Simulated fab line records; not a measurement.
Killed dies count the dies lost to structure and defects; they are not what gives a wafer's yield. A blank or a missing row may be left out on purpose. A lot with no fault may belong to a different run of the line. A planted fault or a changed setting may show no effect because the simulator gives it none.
Struck lot and sound lot, side by side	flow n5Finfet	38 steps out of a route of 1938
Sound: these wafers, L114.3, L114.4, L114.6. Struck: wafers L113.2, L113.5, L113.6. The cause is given at the end.
Per side, at each step with rows, come the tool, then ch with its chambers, and then its first start. Under that, the readings that differ: sound wafers	struck wafers	difference of the means	sigmas: that difference in standard deviations of wafers without a fault.
alike: readings with means less than 2 such deviations apart, plus words and numbers identical on both sides. not compared: withheld readings, readings lacking a value on some wafer, bounds such as >300 that could conceal the same value, and numbers that have no deviation in the record and whose values overlap.
Wherever a step has rows on one side only, a row that says differs or no value, or a row with sigmas, the two part there. When numbers do not overlap yet have no deviation, they are printed without sigmas and do not part them. A reading that every wafer of one side lacks parts them only if that side has two wafers or more.

first, 12 steps without rows for these wafers: N5_SD_EPI_P_STRIP_38 (strips in N2/H2); N5_SD_EPI_P_ETCHBACK_46 (etches SiNx in CH3F/O2, stops on SiO2, target depth 17.5 nm); N5_SD_EPI_P_ETCH_47 (etches SiOCN in CH3F/O2, target depth 25 nm); N5_SD_EPI_P_ETCH_16 (etches SiO2 in CHF3/O2, target depth 5 nm); N5_SD_EPI_P_STRIP_50 (strips in CHF3/O2); N5_SD_EPI_P_SD_RECESS_17 (chemistry HBr/Cl2/O2, target depth 39.1 nm, bt time 3 s); N5_SD_EPI_P_WET_ETCH_45 (etches SiO2 in dHF, time 10.7 s, target depth 2 nm, rinse time 30 s); N5_SD_EPI_P_STRIP_40 (strips in N2/H2); N5_SD_EPI_P_PRECLEAN_52 (cleans in O3/DIW, time 60 s); N5_SD_EPI_P_SRD_20 (time 30 s); N5_SD_EPI_P_PRECLEAN_51 (cleans in NF3:NH3, afs cycles 1, time 20 s, sublimation time 60 s); N5_SD_EPI_P_VAPOR_ETCH_44 (etches SiGe30 in NF3/Ar, time 3.3 s).
N5_SD_EPI_P_EPI_21: deposits SiGe:B, time 355 s.
  sound on epiRpcvd-02 ch 0, day 6 17:23; struck on epiRpcvd-01 ch 0, day 6 11:29
reading	sound	struck	difference	sigmas
chamberPressureTorr (Torr)	19.98 20.06 19.99	25.91 25.93 25.86	+5.89	+99 or more
model.SiGe-B_of_SD_EPI_P_EPI_21.thkNm (nm)	61.4 61.8 61	67.4 68.2 67.8	+6.4	
N5_SD_EPI_P_EPI_MEAS_23:
  sound on filmMetro-01, day 6 18:52; struck on filmMetro-02, day 6 13:55
reading	sound	struck	difference	sigmas
thkNm (nm)	62.1 61.8 60.9	68.0 68.0 67.1	+6.1	+5
then, 8 steps without rows for these wafers: N5_SD_EPI_P_HM_STRIP_48 (strips SiNx in H3PO4, material SiNx, target depth 3 nm); N5_SD_EPI_P_SRD_49 (time 30 s); N5_SD_EPI_P_PRECLEAN_24 (cleans in O3/DIW, time 45 s); N5_SD_EPI_P_PRECLEAN_32 (cleans in dHF, time 10 s); N5_SD_EPI_P_PRECLEAN_33 (cleans in SC2, time 45 s); N5_SD_EPI_P_SRD_25 (time 30 s); N5_SD_ACTIVATION_RTA_00 (time 0 s); N5_SD_ACTIVATION_LSA_01 (time 0.0008 s).
N5_SD_ACTIVATION_RS_MEAS_03: the measuring method here is four-point-probe.
  sound on filmMetro-02, day 6 19:37; struck on filmMetro-02, day 6 14:32
reading	sound	struck	difference	sigmas
RS_SD_P (ohm/sq)	56.1 55.4 56.0	47.1 46.1 47.0	-9.1	-10
  alike: RS_SD_N
then, 12 steps without rows for these wafers: N5_ILD0_LINER_00 (material SiNx, target thk 4 nm, pulse time 1 s, purge time 2 s); N5_ILD0_FCVD_FILL_01 (material SiO2 flowable, target thk 200 nm, time 328.3 s); N5_ILD0_CURE_02 (time 1800 s); N5_ILD0_CMP_03 (polishes, stops on SiNx, t overpolish 1.9 s, target thk 197.38 nm); N5_ILD0_CMP_07 (polishes SiO2 flowable, stops on poly-Si, t overpolish 1.18 s, target thk 138.88 nm); N5_ILD0_PRECLEAN_10 (cleans in NF3:NH3, afs cycles 5, time 20 s, sublimation time 60 s); N5_ILD0_ALD_15 (deposits SiNx, target thk 24 nm, pulse time 1 s, ald cycles 480); N5_ILD0_CMP_12 (polishes SiNx, stops on poly-Si, t overpolish 6 s, target thk 17.67 nm); N5_SDB_HM_DEP_00 (deposits SiNx from SiH4/NH3/N2, target thk 40 nm, time 35.3 s); N5_SDB_COAT_03 (time 60 s, resist thk 100 nm); N5_SDB_COAT_04 (time 60 s, resist thk 18 nm); N5_SDB_COAT_05 (resist thk 90 nm).
N5_MOL_CONTACT_COAG_ETCH_110: etches Si in CF4/O2, target depth 2.5 nm, time 8 s.
  sound on rieDiel-03 ch 2,3, day 8 01:59; struck on rieDiel-03 ch 0,2,3, day 7 20:05
reading	sound	struck	difference	sigmas
model.SiGe-B_of_SD_EPI_P_EPI_21.thkNm (nm)	58.4 59 58	64.2 65.2 64.6	+6.2	
  alike: cf4FlowSccm, drypumpMotorCurrentA, oesProductAu, rfFwdPowerW, rfVppV, showerheadPlenumPTorr, throttleValvePct
  not compared: rfHoursCounterH
-- the record jumps here: 4 days lie between the struck wafers' starts before and after (it left off in module MOL_CONTACT_COAG and takes up again in module BEOL_M4, whose first step shown is number 1111 of the route) --
N5_BEOL_M4_RC_MEAS_101:
  sound on prober-02 ch 0, day 11 17:20; struck on prober-02 ch 0, day 11 13:23
reading	sound	struck	difference	sigmas
ION_N (uA/um)	724 690 683	663 665 658	-37	-2
ION_P (uA/um)	496 476 472	461 463 455	-22	-2
RS_SD_P (ohm/sq)	66.0 65.0 66.2	55.9 55.2 55.5	-10.2	-11
VT_P (mV)	-235 -245 -243	-247 -252 -249	-8	-2
  alike: DIBL_N, DIBL_P, IOFF_N, IOFF_P, SS_N, SS_P, VT_N
following that, these wafers have no rows for 1 step: N5_PASSIVATION_PROBE_49.

WHERE THEY PART
First at N5_SD_EPI_P_EPI_21; last, within this record, at N5_BEOL_M4_RC_MEAS_101.

WHY: what had been put in by the simulator
Process parameters drifting: epiRpcvd-01 at N5_SD_EPI_P_EPI_21, beginning at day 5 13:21. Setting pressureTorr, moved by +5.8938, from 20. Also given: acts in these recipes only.
